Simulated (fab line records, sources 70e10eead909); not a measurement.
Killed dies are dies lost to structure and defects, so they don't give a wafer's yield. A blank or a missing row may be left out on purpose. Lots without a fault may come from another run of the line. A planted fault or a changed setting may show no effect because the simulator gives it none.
fab line records | flow nand_harc
record lots=11 wafers=33 last_day=34
route steps=1302 shown A_CONTACT@986 END@1302
lots that met no fault: from a run of the same line without faults
start_h: hours from the record's first day to the start of the lot's first wafer shown | wait_h: hours since the lot's step before | " the same as in the row above | L1.1+2: a row that stands for several wafers | - no value, or no start given | * or withheld: withheld | < > ~ a bound
route shown NAME@n: a module of which the file shows steps, and the number in the route of the first | usual: mean/standard deviation of fault-free wafers | same: alike in all rows | chamber/n: place in a boat | sites: the reading at each site | _std_site: their standard deviation | _edge_site: outer sites' mean less inner sites' | radius_mm: how far each site lies from the wafer's centre | mask NAME#n: copy n | behind: the tool/chamber that last shaped the wafer | hold: why the lot was held/for how many hours/how that ended | device: the transistor (n, p or np) that didn't switch | end of line: the same wafers' tests at the end of the route | a step without rows: its recipe alone | killed: dies lost to structure and defects at the first sort, not the wafer's yield | map: a wafer's dies, x killed, . not, _ none there
set.NAME: the setting as run; set.NAME@STEP: as run at that earlier step | model.NAME: the simulator's own value behind a step, which no gauge read
steps of the route over a sample of lots; a table a step, a row a wafer
services: from which hour (start_h, from the record's first day; less than 0 if before it) a tool's chamber was out of use, for how many hours, and why
## steps
# step NHARC_A_CONTACT_DEP_29
# recipe target_thk_a=1000 target_thk_nm=100 temp_c=400 pressure_torr=3.5 flow_sccm=200 rf_w=350 material=SiON
# usual heater_power_w=709/75 rf_fwd_power_W=348.6/1
# columns lot.wafer tool chamber start_h wait_h heater_power_w rf_fwd_power_W
L404.4 pecvd-04 2 506.90 1.5 733 348.7
L404.6 " 0 " " 775 349.6
L404.5 " 1 " " 689 347.5
L408.2 pecvd-01 0 536.07 3.1 805 348.3
L408.4 " 0 " " 808 347.8
L408.6 " 2 " " 623 348.2
L411.1 pecvd-02 1 571.06 3.8 636 349.6
L411.3 " 2 " " 699 347.7
L411.5 " 0 " " 792 346.8
L412.3 pecvd-02 2 584.27 2.2 822 348.3
L412.4 " 2 " " 803 348.8
L412.5 " 0 " " 723 347.5
L413.2 pecvd-01 2 626.12 2.9 661 347.6
L413.4 " 2 " " 668 348.0
L413.6 " 1 " " 714 349.5
L420.1 pecvd-01 0 636.06 3.6 829 348.8
L420.2 " 2 " " 630 348.1
L420.4 " 2 " " 646 348.0
L418.1 pecvd-02 0 636.31 3.5 858 348.7
L418.2 " 1 " " 669 348.1
L418.4 " 2 " " 623 347.9
L422.4 pecvd-01 1 671.78 1.5 596 348.7
L422.5 " 2 " " 609 348.0
L422.6 " 0 " " 699 348.6
L421.3 pecvd-01 0 672.05 2.1 773 348.9
L421.1 " 1 " " 729 348.6
L421.2 " 2 " " 619 347.7
L423.3 pecvd-04 2 697.52 2.1 614 350.8
L423.6 " 2 " " 607 349.1
L423.5 " 0 " " 640 349.9
L426.3 pecvd-04 0 721.42 2.2 604 348.7
L426.4 " 2 " " 671 347.6
L426.5 " 0 " " 636 348.1
# step NHARC_A_CONTACT_EXPOSE_39
# recipe na=1.35 sigma_outer=0.8 dose_mj=58.79 mask_id=A_CC_3
# usual exposure_dose_mJ_cm2=58.79/0.056
# columns lot.wafer tool chamber start_h wait_h mask exposure_dose_mJ_cm2
L404.4 arfi_scanner-02 0 507.41 - A_CC_3#0 58.86
L404.5 " 0 " " A_CC_3#0 58.77
L404.6 " 0 " " A_CC_3#0 58.86
L408.2 arfi_scanner-03 0 536.53 - A_CC_3#0 58.78
L408.4 " 0 " " A_CC_3#0 58.82
L408.6 " 0 " " A_CC_3#0 58.86
L411.1 arfi_scanner-03 0 571.52 - A_CC_3#0 58.82
L411.3 " 0 " " A_CC_3#0 58.88
L411.5 " 0 " " A_CC_3#0 58.78
L412.3 arfi_scanner-02 0 584.83 - A_CC_3#0 58.81
L412.4 " 0 " " A_CC_3#0 58.75
L412.5 " 0 " " A_CC_3#0 58.72
L413.2 arfi_scanner-02 0 626.71 - A_CC_3#0 91.05
L413.4 " 0 " " A_CC_3#0 91.00
L413.6 " 0 " " A_CC_3#0 91.09
L420.1 arfi_scanner-03 0 636.65 - A_CC_3#0 58.83
L420.2 " 0 " " A_CC_3#0 58.85
L420.4 " 0 " " A_CC_3#0 58.80
L418.1 arfi_scanner-02 0 636.89 - A_CC_3#0 85.12
L418.2 " 0 " " A_CC_3#0 85.12
L418.4 " 0 " " A_CC_3#0 85.11
L422.4 arfi_scanner-01 0 672.28 - A_CC_3#0 58.87
L422.5 " 0 " " A_CC_3#0 58.80
L422.6 " 0 " " A_CC_3#0 58.87
L421.1 arfi_scanner-01 0 672.51 - A_CC_3#0 58.72
L421.2 " 0 " " A_CC_3#0 58.76
L421.3 " 0 " " A_CC_3#0 58.69
L423.3 arfi_scanner-01 0 697.98 - A_CC_3#0 58.73
L423.5 " 0 " " A_CC_3#0 58.76
L423.6 " 0 " " A_CC_3#0 58.75
L426.3 arfi_scanner-01 0 721.86 - A_CC_3#0 58.79
L426.4 " 0 " " A_CC_3#0 58.86
L426.5 " 0 " " A_CC_3#0 58.78
# step NHARC_A_CONTACT_CD_MEAS_42
# recipe target_cd_nm=300 landing_energy_ev=500
# usual cd_nm=300.1/0.56
# columns lot.wafer tool chamber start_h wait_h cd_nm
L404.4 cd_sem-01 0 507.55 - 299.4
L404.5 " 0 " " 300.9
L404.6 " 0 " " 299.9
L408.2 cd_sem-03 0 536.67 - 299.8
L408.4 " 0 " " 300.8
L408.6 " 0 " " 300.1
L411.1 cd_sem-02 0 571.66 - 301.3
L411.3 " 0 " " 300.3
L411.5 " 0 " " 300.8
L412.3 cd_sem-03 0 584.97 - 300.7
L412.4 " 0 " " 300.0
L412.5 " 0 " " 299.8
L413.2 cd_sem-02 0 626.85 - 325.5
L413.4 " 0 " " 325.8
L413.6 " 0 " " 325.6
L420.1 cd_sem-02 0 636.79 - 300.1
L420.2 " 0 " " 299.9
L420.4 " 0 " " 300.3
L418.1 cd_sem-01 0 637.04 - 321.1
L418.2 " 0 " " 320.8
L418.4 " 0 " " 320.9
L422.4 cd_sem-02 0 672.42 - 299.6
L422.5 " 0 " " 299.8
L422.6 " 0 " " 299.4
L421.1 cd_sem-01 0 672.64 - 300.1
L421.2 " 0 " " 300.0
L421.3 " 0 " " 300.1
L423.3 cd_sem-02 0 698.13 - 300.3
L423.5 " 0 " " 299.6
L423.6 " 0 " " 300.4
L426.3 cd_sem-01 0 721.99 - 299.7
L426.4 " 0 " " 299.2
L426.5 " 0 " " 300.0
# step NHARC_A_CONTACT_ETCH_49
# recipe target_depth_a=2600 over_etch_frac=0.3 time_s=475.3 ion_energy_ev=200 n2_flow_sccm=150 h2_flow_sccm=150 ar_flow_sccm=0 rf_w=400 bias_w=150 chemistry=N2/H2
# usual drypump_motor_current_A=5.8/0.43 h2_flow_sccm=150.0/0.46 oes_product_au=1.003/0.01 rf_fwd_power_W=399.2/1.2 rf_vpp_V=429.7/2.6 showerhead_plenum_p_Torr=2.01/0.086 throttle_valve_pct=14.171/0.0096
# columns lot.wafer tool chamber start_h wait_h drypump_motor_current_A h2_flow_sccm oes_product_au rf_fwd_power_W rf_hours_counter_h rf_vpp_V showerhead_plenum_p_Torr throttle_valve_pct
L404.4 rie_diel-01 0 - - 5.6 150.9 0.997 399.7 17 428.7 1.97 14.157
L404.5 " 0 " " 5.6 150.3 1.010 398.6 - 429.2 1.97 14.174
L404.6 " 1 " " 6.3 149.5 1.004 400.2 - 430.5 2.05 14.182
L408.4 rie_diel-08 1 - - 6.6 149.5 1.008 399.5 49 429.5 1.99 14.170
L408.2 " 2 " " 6.5 149.9 1.002 401.0 53 432.8 2.11 14.188
L408.6 " 1 " " 6.6 149.8 1.022 399.2 - 430.1 1.99 14.175
L411.3 rie_diel-01 1 - - 6.3 150.3 1.016 400.8 0 430.8 2.05 14.182
L411.1 " 0 " " 5.6 149.9 1.003 401.1 0 427.6 1.97 14.165
L411.5 " 1 " " 6.3 149.8 1.005 398.7 - 431.3 2.05 14.155
L412.3 rie_diel-08 3 - - 5.7 150.2 0.993 398.8 5 428.0 1.94 14.179
L412.4 " 1 " " 6.6 150.6 1.018 400.5 10 428.3 1.98 14.155
L412.5 " 2 " " 6.5 149.2 0.991 400.5 - 433.5 2.11 14.169
L413.2 rie_diel-10 1 - - 5.3 149.6 0.981 397.0 8 429.6 2.04 14.175
L413.6 " 1 " " 5.3 150.1 0.981 397.1 - 430.3 2.04 14.175
L413.4 " 2 " " 5.5 150.1 1.014 399.6 - 434.4 2.22 14.185
L420.2 rie_diel-10 1 - - 5.3 150.3 0.978 399.3 11 430.6 2.04 14.175
L420.4 " 3 " " 5.4 149.8 1.003 399.3 10 426.8 1.91 14.163
L420.1 " 0 " " 5.5 150.3 1.014 399.6 6 426.8 1.93 14.172
L418.1 rie_diel-01 2 - - 5.9 149.6 0.993 400.3 13 427.3 1.93 14.167
L418.2 " 3 " " 5.4 150.6 1.017 399.5 14 431.0 2.01 14.168
L418.4 " 2 " " 5.9 149.7 0.980 397.7 - 425.6 1.93 14.162
L422.4 rie_diel-01 0 - - 5.5 150.7 0.998 400.9 20 427.0 1.96 14.165
L422.5 " 3 " " 5.4 149.5 1.003 401.5 - 430.5 2.01 14.182
L422.6 " 0 " " 5.5 150.8 0.994 401.0 - 429.2 1.96 14.164
L421.2 rie_diel-10 0 - - 5.5 150.2 0.993 399.4 20 427.8 1.93 14.162
L421.3 " 1 " " 5.3 149.6 0.980 400.6 23 431.8 2.03 14.171
L421.1 " 2 " " 5.6 150.2 1.005 399.6 27 434.2 2.21 14.165
L423.3 rie_diel-01 2 - - 5.9 149.6 0.995 397.5 24 428.2 1.93 14.186
L423.5 " 1 " " 6.3 149.5 1.020 399.2 - 429.5 2.04 14.178
L423.6 " 2 " " 5.9 149.9 0.999 398.2 - 426.3 1.93 14.163
L426.3 rie_diel-01 2 - - 5.9 149.0 1.004 398.7 28 426.1 1.93 14.175
L426.4 " 3 " " 5.4 149.6 1.013 399.2 28 428.8 2.01 14.171
L426.5 " 0 " " 5.6 150.8 1.000 397.5 - 428.3 1.96 14.167
# step NHARC_A_CONTACT_ETCH_51
# recipe target_depth_a=70000 over_etch_frac=0.3 time_s=1820 ion_energy_ev=150 o2_flow_sccm=400 cos_flow_sccm=20 ar_flow_sccm=0 rf_w=500 bias_w=300 chemistry=O2/COS
# usual drypump_motor_current_A=5.8/0.42 oes_product_au=1.004/0.011 rf_fwd_power_W=499.8/1.5 rf_vpp_V=313.7/1.9 showerhead_plenum_p_Torr=3.09/0.12 throttle_valve_pct=28.330/0.009
# columns lot.wafer tool chamber start_h wait_h drypump_motor_current_A oes_product_au rf_fwd_power_W rf_hours_counter_h rf_vpp_V showerhead_plenum_p_Torr throttle_valve_pct
L404.4 rie_diel-01 2 - - 5.9 0.996 498.4 20 312.7 2.98 28.327
L404.6 " 0 " " 5.5 1.004 501.9 - 311.4 3.03 28.323
L404.5 " 1 " " 6.3 0.993 498.8 - 313.8 3.14 28.331
L408.2 rie_diel-08 0 - - 5.9 0.982 499.9 48 316.3 3.29 28.323
L408.4 " 1 " " 6.6 1.018 497.4 50 311.6 3.05 28.319
L408.6 " 2 " " 6.5 1.009 500.6 - 315.9 3.22 28.330
L411.3 rie_diel-01 3 - - 5.4 1.011 499.0 1 313.8 3.09 28.340
L411.1 " 0 " " 5.6 1.002 499.4 1 313.1 3.02 28.325
L411.5 " 0 " " 5.6 1.002 500.8 - 312.7 3.02 28.325
L412.3 rie_diel-08 0 - - 6.0 0.998 499.6 11 317.5 3.28 28.333
L412.4 " 1 " " 6.6 1.007 499.1 10 313.3 3.04 28.335
L412.5 " 0 " " 6.0 0.990 498.6 - 316.2 3.28 28.340
L413.2 rie_diel-10 3 - - 5.5 1.019 500.9 6 312.0 2.94 28.329
L413.6 " 2 " " 5.6 1.007 496.1 - 317.1 3.37 28.340
L413.4 " 3 " " 5.5 1.003 500.6 - 312.4 2.94 28.326
L420.1 rie_diel-10 3 - - 5.5 1.006 498.5 10 312.3 2.94 28.330
L420.2 " 0 " " 5.5 1.004 501.7 7 312.9 2.97 28.337
L420.4 " 1 " " 5.3 0.976 501.7 11 314.9 3.12 28.317
L418.2 rie_diel-01 2 - - 5.9 0.992 501.1 13 311.7 2.97 28.334
L418.1 " 3 " " 5.4 1.003 500.7 14 314.1 3.09 28.334
L418.4 " 1 " " 6.4 1.000 500.2 - 314.4 3.13 28.320
L421.3 rie_diel-10 1 - - 5.3 0.988 500.1 23 314.4 3.11 28.327
L421.1 " 2 " " 5.6 1.003 502.5 27 316.9 3.36 28.334
L421.2 " 3 " " 5.5 1.005 501.3 27 311.1 2.93 28.334
L422.4 rie_diel-01 2 - - 5.9 1.000 498.5 21 311.5 2.97 28.331
L422.5 " 0 " " 5.6 1.002 500.4 - 313.8 3.01 28.330
L422.6 " 1 " " 6.3 1.007 500.7 - 313.6 3.13 28.335
L423.3 rie_diel-01 1 - - 6.3 1.021 500.0 27 313.8 3.13 28.324
L423.6 " 3 " " 5.4 1.010 499.5 - 313.7 3.08 28.337
L423.5 " 1 " " 6.3 1.024 499.7 - 314.2 3.13 28.321
L426.4 rie_diel-01 3 - - 5.4 1.003 500.5 29 313.7 3.08 28.313
L426.3 " 1 " " 6.3 1.027 496.8 31 314.2 3.12 28.321
L426.5 " 0 " " 5.5 1.011 501.8 - 309.8 3.01 28.338
# step NHARC_END_SORT_01
# recipe temp_c=25
# usual killed_at_array=57/17 killed_at_other=0.5/0.82 killed_at_periphery=4.0/2.8 killed_dies=61/18 killed_open=2.9/2 killed_short=2.3/1.7
# same gross_dies=677
# columns lot.wafer tool chamber start_h wait_h killed_at_array killed_at_other killed_at_periphery killed_dies killed_open killed_short
L426.3 prober-01 0 804.77 3.1 31 0 1 32 4 0
L426.4 prober-01 0 805.57 3.4 41 2 9 52 4 5
L426.5 prober-01 0 806.38 3.7 35 2 3 40 0 1
# killed by level:class
L426.3 A_CHANNEL_HOLE_D1:chamber_film_flake=15 A_SLIT:chamber_film_flake=4 A_CHANNEL_HOLE_D2:chamber_film_flake=3 A_CONTACT:chamber_film_flake=3 A_M1:chamber_film_flake=2 P_M0:geometric_particle:open=1 A_ONON_D1:geometric_particle:open=1 A_CHANNEL_FILL_D1:geometric_particle:open=1
L426.4 A_CHANNEL_HOLE_D1:chamber_film_flake=19 A_SLIT:chamber_film_flake=6 A_CONTACT:chamber_film_flake=6 P_CONTACT:geometric_particle:open=3 P_M2:chamber_film_flake=3 P_ZERO_WELL:chamber_film_flake=2 A_M1:chamber_film_flake=2 THIN_TSV:chamber_film_flake=2
L426.5 A_CHANNEL_HOLE_D1:chamber_film_flake=20 A_CONTACT:chamber_film_flake=7 A_SLIT:chamber_film_flake=4 THIN_TSV:chamber_film_flake=2 A_CHANNEL_HOLE_D2:geometric_particle:short=1 P_ZERO_WELL:chamber_film_flake=1 P_GATE:chamber_film_flake=1 P_M2:chamber_film_flake=1
## services
# columns tool chamber start_h hours kind
arfi_scanner-01 - 488.66 0.4 repair
arfi_scanner-02 - 492.16 4.0 pm
pecvd-01 - 492.16 13.0 pm
rie_diel-01 1 517.85 3.1 repair
rie_diel-08 - 546.81 9.0 pm
rie_diel-01 - 558.77 9.0 pm
rie_diel-08 1 569.81 4.9 repair
rie_diel-08 2 575.61 5.2 repair
rie_diel-08 3 575.88 4.1 repair
pecvd-01 1 583.39 5.9 repair
rie_diel-01 2 593.29 2.6 repair
arfi_scanner-02 - 594.59 1.3 repair
arfi_scanner-01 - 596.00 4.0 pm
rie_diel-10 - 597.36 9.0 pm
arfi_scanner-01 - 603.07 2.0 repair
pecvd-01 - 608.55 0.8 repair
arfi_scanner-01 - 615.55 1.4 repair
rie_diel-10 0 621.08 12.0 repair
rie_diel-08 3 662.06 35.3 repair
arfi_scanner-02 - 664.16 4.0 pm
pecvd-01 - 673.16 13.0 pm
rie_diel-01 - 692.11 1.1 repair
rie_diel-01 0 697.42 8.1 repair
rie_diel-01 - 702.43 0.4 repair
## key
first_sign step=NHARC_A_CONTACT_EXPOSE_39 reading=exposure_dose_mJ_cm2 direction=up sigmas=99+ usual=58.79 struck=88.08
effect step=NHARC_A_CONTACT_CD_MEAS_42 reading=cd_nm direction=up sigmas=42 usual=300.1 struck=323.3 through=control_loop
met_at NHARC_A_CONTACT_EXPOSE_39
struck_lots L413,L418
rows_end L413.2,L413.4,L413.6
tester_left_out L418
loop_trim step=NHARC_A_CONTACT_EXPOSE_39 setting=dose lots=L418
not_acting_at NHARC_A_CONTACT_DEP_29,NHARC_A_CONTACT_ETCH_49,NHARC_A_CONTACT_ETCH_51
onset_between 584.83 626.71
fault kind=process_parameter_drift tool=arfi_scanner-02 chamber=- onset_h=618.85 steps=NHARC_A_CONTACT_EXPOSE_39 channel=dose_mj offset=32.233 shape=step acts_in=these_recipes_only stated=58.79
# tester_left_out: of these lots the tester's yield and bins aren't shown, on N5 and GAA mostly nor the transistor test; their killed dies are dies lost to structure and defects alone, not to doping, threshold or leakage, so they don't give the yield
# rows_end: these wafers met a further fault down the route, and their rows from its step on are left out
# loop_trim: a control loop set the setting to another value than it would have without faults
